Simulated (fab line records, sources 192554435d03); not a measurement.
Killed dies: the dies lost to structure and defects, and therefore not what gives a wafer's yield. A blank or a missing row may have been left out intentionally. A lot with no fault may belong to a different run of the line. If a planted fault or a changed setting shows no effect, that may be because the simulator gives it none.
One fault seen from 2 desks || flow n5Finfet || every desk sees just its own numbers, and what lay behind them comes last

## THE TOOL OWNER'S DESK: aldSin-04
The tool's own readings at N5_BEOL_M0_SAQP_ALD_48 (deposits SiO2, target thk 20 nm, pulse time 1 s, co reactant pulse time 1 s): means of the sampled wafers that have a number, for each lot that ran on this tool. Any lot whose mean is over 4 standard deviations away from the usual mean is out of limits and marked OUT; that distance is given in the brackets.
Columns: A = heaterPowerW at N5_BEOL_M0_SAQP_ALD_48, usual 76 W; B = precursorPulseHeightRel at N5_BEOL_M0_SAQP_ALD_48, usual 1.002
{"lot": "L469", "first seen here": "day 7 02:11", "A": 82, "B": 1.002}
{"lot": "L475", "first seen here": "day 8 17:26", "A": 78, "B": 1.001}
{"lot": "L481", "first seen here": "day 10 09:28", "A": 86, "B": 0.985}
{"lot": "L482", "first seen here": "day 10 13:46", "A": 75, "B": 1.003}
{"lot": "L484", "first seen here": "day 11 03:32", "A": 75, "B": 1.020}
This desk's verdict: no lot among the 5 shows anything out of limits.

## FROM THE METROLOGY DESK
What the gauges read, lot by lot, whatever tool the lot ran on: means of the sampled wafers that have a number. Any lot whose mean is over 4 standard deviations away from the usual mean is out of limits and marked OUT; that distance is given in the brackets. Only the readings that lie furthest out on some lot appear, 7 of the 11 it has.
Columns: A = DIBL_N at N5_BEOL_M4_RC_MEAS_101, usual 36.3 mV/V; B = DIBL_P at N5_BEOL_M4_RC_MEAS_101, usual 36.3 mV/V; C = IOFF_N at N5_BEOL_M4_RC_MEAS_101, usual 0.16 nA/um; D = IOFF_P at N5_BEOL_M4_RC_MEAS_101, usual 0.21 nA/um; E = SS_N at N5_BEOL_M4_RC_MEAS_101, usual 71.6 mV/dec; F = SS_P at N5_BEOL_M4_RC_MEAS_101, usual 73.3 mV/dec; G = VT_N at N5_BEOL_M4_RC_MEAS_101, usual 250 mV
{"lot": "L465", "first seen here": "day 6 02:23", "A": 32.4, "B": 31.6, "C": 0.10, "D": 0.15, "E": 70.0, "F": 72.0, "G": 257}
{"lot": "L469", "first seen here": "day 7 01:46", "A": 35.9, "B": 36.8, "C": 0.16, "D": 0.21, "E": 71.3, "F": 73.2, "G": 249}
{"lot": "L475", "first seen here": "day 8 16:47", "A": 38.5, "B": 37.3, "C": 0.16, "D": 0.21, "E": 72.0, "F": 73.3, "G": 250}
{"lot": "L478", "first seen here": "day 9 12:50", "A": 34.9, "B": 35.6, "C": 0.15, "D": 0.21, "E": 71.2, "F": 72.9, "G": 251}
{"lot": "L477", "first seen here": "day 9 18:33", "A": 38.7, "B": 37.6, "C": 0.18, "D": 0.23, "E": 71.7, "F": 74.2, "G": 248}
{"lot": "L481", "first seen here": "day 10 08:50", "A": 37.1, "B": 38.5, "C": 0.21, "D": 0.24, "E": 72.0, "F": 74.4, "G": 245}
{"lot": "L482", "first seen here": "day 10 13:22", "A": 37.1, "B": 37.5, "C": 0.17, "D": 0.21, "E": 71.2, "F": 73.4, "G": 248}
{"lot": "L484", "first seen here": "day 11 02:42", "A": 37.5, "B": 37.9, "C": 0.19, "D": 0.23, "E": 72.1, "F": 74.1, "G": 246}
{"lot": "L485", "first seen here": "day 11 03:44", "A": 35.0, "B": 33.9, "C": 0.14, "D": 0.17, "E": 71.1, "F": 72.8, "G": 253}
{"lot": "L486", "first seen here": "day 11 09:39", "A": 36.7, "B": 37.0, "C": 0.19, "D": 0.22, "E": 71.9, "F": 73.0, "G": 246}
This desk's verdict: no lot among the 10 shows anything out of limits.

## ALL TOGETHER
Nothing out of limits was seen by the tool owner's desk.
From the metrology desk's view, nothing was out of limits.

## WHAT THE SIMULATOR PUT IN
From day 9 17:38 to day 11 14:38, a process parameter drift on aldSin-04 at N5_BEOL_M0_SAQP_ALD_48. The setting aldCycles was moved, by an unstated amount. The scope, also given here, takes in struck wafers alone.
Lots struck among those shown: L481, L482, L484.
